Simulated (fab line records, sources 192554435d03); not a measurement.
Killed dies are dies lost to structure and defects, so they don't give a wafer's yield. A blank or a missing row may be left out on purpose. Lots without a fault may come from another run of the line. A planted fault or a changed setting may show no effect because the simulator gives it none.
Which tool did it? | flow n5_finfet | 10 lots, 28 wafers sampled, at 4 steps of a route of 1938

WHAT THE GAUGES READ, wafer by wafer
The record holds no reading of a measuring or inspecting step that can be judged against a usual standard deviation.

WHICH TOOL RAN EACH LOT (tool, then ch and the chambers of the sampled wafers, then the start)
lot  | N5_BEOL_M8_VIA_ETCH_34             | N5_BEOL_M8_ETCH_41                            | N5_BEOL_M8_STRIP_80                           | N5_BEOL_M8_CURE_75
L375 | rie_diel-01 ch 0,1,2, day 10 13:40 | rie_diel-01 ch 0,1,2, day 10 14:10 or earlier | rie_diel-01 ch 0,1,2, day 10 14:10 or earlier | uv_cure-01 ch 0, day 10 14:10
L376 | rie_diel-06 ch 0,2, day 10 13:58   | rie_diel-06 ch 0,2, day 10 14:37 or earlier   | rie_diel-06 ch 0,2, day 10 14:37 or earlier   | uv_cure-03 ch 2, day 10 14:37
L377 | rie_diel-06 ch 0,1,2, day 10 23:05 | rie_diel-06 ch 0,1,2, day 10 23:45 or earlier | rie_diel-06 ch 0,1,2, day 10 23:45 or earlier | uv_cure-03 ch 2, day 10 23:45
L380 | rie_diel-05 ch 0,1,3, day 11 08:57 | rie_diel-05 ch 0,1,3, day 11 09:24 or earlier | rie_diel-05 ch 0,1,3, day 11 09:24 or earlier | uv_cure-03 ch 1, day 11 09:24
L379 | rie_diel-06 ch 1,3, day 11 09:02   | rie_diel-06 ch 1,3, day 11 09:34 or earlier   | rie_diel-06 ch 1,3, day 11 09:34 or earlier   | uv_cure-02 ch 1, day 11 09:34
L382 | rie_diel-06 ch 0,3, day 12 07:21   | rie_diel-06 ch 0,3, day 12 07:47 or earlier   | rie_diel-06 ch 0,3, day 12 07:47 or earlier   | uv_cure-03 ch 0, day 12 07:47
L383 | rie_diel-06 ch 1,3, day 12 10:36   | rie_diel-06 ch 1,3, day 12 11:08 or earlier   | rie_diel-06 ch 1,3, day 12 11:08 or earlier   | uv_cure-01 ch 0, day 12 11:08
L390 | rie_diel-05 ch 0,1,2, day 13 20:04 | rie_diel-05 ch 0,1,2, day 13 20:32 or earlier | rie_diel-05 ch 0,1,2, day 13 20:32 or earlier | uv_cure-01 ch 2, day 13 20:32
L393 | rie_diel-05 ch 0,1, day 15 08:13   | rie_diel-05 ch 0,1, day 15 08:46 or earlier   | rie_diel-05 ch 0,1, day 15 08:46 or earlier   | uv_cure-02 ch 1, day 15 08:46
L394 | rie_diel-01 ch 0,2,3, day 15 15:35 | rie_diel-01 ch 0,2,3, day 15 16:08 or earlier | rie_diel-01 ch 0,2,3, day 15 16:08 or earlier | uv_cure-03 ch 2, day 15 16:08
- N5_BEOL_M8_VIA_ETCH_34: etches SiCOH lowk in C4F6/O2, target depth 125.5 nm, time 50.5 s.
- N5_BEOL_M8_ETCH_41: etches SiCN in CH3F/O2, target depth 31.9 nm, time 57.8 s.
- N5_BEOL_M8_STRIP_80: strips in N2/H2, time 10 s.
- N5_BEOL_M8_CURE_75: cures SiCOH lowk, time 120 s.

WHAT THE TOOLS THEMSELVES READ (means of the sampled wafers that have a number; where no wafer has one, the mark that the record gives instead)
N5_BEOL_M8_VIA_ETCH_34.
lot  | tool        | drypump_motor_current_A (A) | oes_o_777_au (a.u.) | oes_product_au (a.u.) | rf_fwd_power_W (W) | rf_vpp_V (V) | showerhead_plenum_p_Torr (Torr) | throttle_valve_pct (%)
L375 | rie_diel-01 | 5.7                         | 0.72                | 0.71                  | 341.2              | 660          | 2.79                            | 21.04
L376 | rie_diel-06 | 5.5                         | 0.75                | 0.74                  | 340.5              | 660          | 2.87                            | 21.09
L377 | rie_diel-06 | 5.6                         | 0.79                | 0.79                  | 341.8              | 662          | 2.94                            | 21.06
L380 | rie_diel-05 | 5.5                         | 0.85                | 0.86                  | 342.1              | 667          | 2.89                            | 20.68
L379 | rie_diel-06 | 6.0                         | 0.91                | 1.09                  | 343.0              | 664          | 2.96                            | 21.06
L382 | rie_diel-06 | 5.1                         | 0.86                | 0.94                  | 342.2              | 667          | 2.96                            | 21.06
L383 | rie_diel-06 | 6.0                         | 0.88                | 1.02                  | 342.9              | 664          | 2.96                            | 21.07
L390 | rie_diel-05 | 5.7                         | 0.82                | 0.83                  | 341.6              | 660          | 2.80                            | 20.83
L393 | rie_diel-05 | 5.7                         | 0.80                | 0.80                  | 341.7              | 663          | 2.80                            | 20.69
L394 | rie_diel-01 | 5.6                         | 0.79                | 0.79                  | 340.8              | 661          | 2.75                            | 20.80

N5_BEOL_M8_ETCH_41.
lot  | tool        | drypump_motor_current_A (A) | oes_product_au (a.u.) | rf_fwd_power_W (W) | rf_vpp_V (V) | showerhead_plenum_p_Torr (Torr) | throttle_valve_pct (%)
L375 | rie_diel-01 | 5.7                         | 0.70                  | 391.9              | 296.4        | 1.96                            | 16.49
L376 | rie_diel-06 | 5.5                         | 0.73                  | 390.5              | 298.4        | 2.02                            | 16.54
L377 | rie_diel-06 | 5.6                         | 0.79                  | 391.3              | 298.0        | 2.06                            | 16.49
L380 | rie_diel-05 | 5.5                         | 0.84                  | 390.3              | 298.9        | 2.03                            | 16.09
L379 | rie_diel-06 | 6.0                         | 0.90                  | 392.8              | 299.6        | 2.08                            | 16.38
L382 | rie_diel-06 | 5.1                         | 0.85                  | 393.1              | 298.7        | 2.08                            | 16.44
L383 | rie_diel-06 | 6.0                         | 0.88                  | 393.1              | 298.4        | 2.08                            | 16.39
L390 | rie_diel-05 | 5.8                         | 0.82                  | 391.0              | 296.8        | 1.96                            | 16.25
L393 | rie_diel-05 | 5.7                         | 0.80                  | 391.3              | 296.8        | 1.97                            | 16.11
L394 | rie_diel-01 | 5.6                         | 0.78                  | 390.9              | 296.0        | 1.93                            | 16.23

N5_BEOL_M8_STRIP_80.
lot  | tool        | drypump_motor_current_A (A) | oes_product_au (a.u.) | rf_vpp_V (V) | showerhead_plenum_p_Torr (Torr) | throttle_valve_pct (%)
L375 | rie_diel-01 | 5.7                         | 0.71                  | 58.8         | 2.48                            | 23.86
L376 | rie_diel-06 | 5.5                         | 0.74                  | 59.3         | 2.56                            | 23.69
L377 | rie_diel-06 | 5.6                         | 0.78                  | 59.2         | 2.62                            | 23.75
L380 | rie_diel-05 | 5.5                         | 0.85                  | 58.4         | 2.58                            | 23.34
L379 | rie_diel-06 | 6.0                         | 0.90                  | 59.6         | 2.65                            | 23.73
L382 | rie_diel-06 | 5.1                         | 0.84                  | 59.6         | 2.64                            | 23.59
L383 | rie_diel-06 | 6.0                         | 0.86                  | 59.0         | 2.63                            | 23.76
L390 | rie_diel-05 | 5.7                         | 0.82                  | 59.1         | 2.49                            | 23.58
L393 | rie_diel-05 | 5.7                         | 0.80                  | 59.3         | 2.49                            | 23.47
L394 | rie_diel-01 | 5.6                         | 0.78                  | 58.6         | 2.45                            | 23.68

N5_BEOL_M8_CURE_75.
lot  | tool       | lamp_power_pct (%) | wafer_temp_C_max
L375 | uv_cure-01 | 52.29              | 371.4
L376 | uv_cure-03 | 52.30              | 371.5
L377 | uv_cure-03 | 52.27              | 371.4
L380 | uv_cure-03 | 52.30              | 371.1
L379 | uv_cure-02 | 52.25              | 371.8
L382 | uv_cure-03 | 52.32              | 371.8
L383 | uv_cure-01 | 52.38              | 371.4
L390 | uv_cure-01 | 52.28              | 371.0
L393 | uv_cure-02 | 52.32              | 371.5
L394 | uv_cure-03 | 52.28              | 371.2

THE ANSWER, worked out from the rows above alone
Rule: what is usual is taken from the lots themselves. Put in order of their means at a reading, lots are off if they are a third of the lots or fewer, leave a main group of 4 or more, and stand apart from it by a gap of 3 or more times the standard deviation of the main group's means; of several such gaps the widest counts. A main group whose means are all the same, to the digits that the tables above print for the reading, isn't used. A lot without any number at a reading at which 4 lots or more have one is off too. The other lots that the step has rows for count as sound. The gauges are gone through in route order, then the tools' own readings, and for those a lot's mean is taken as printed above. The first step at which some lot is off is used, and at that step the reading that is off furthest; a lot without a number counts as furthest.
No lot is off at any reading shown: from this, nothing can be told.

WHAT THE SIMULATOR HAD PUT IN
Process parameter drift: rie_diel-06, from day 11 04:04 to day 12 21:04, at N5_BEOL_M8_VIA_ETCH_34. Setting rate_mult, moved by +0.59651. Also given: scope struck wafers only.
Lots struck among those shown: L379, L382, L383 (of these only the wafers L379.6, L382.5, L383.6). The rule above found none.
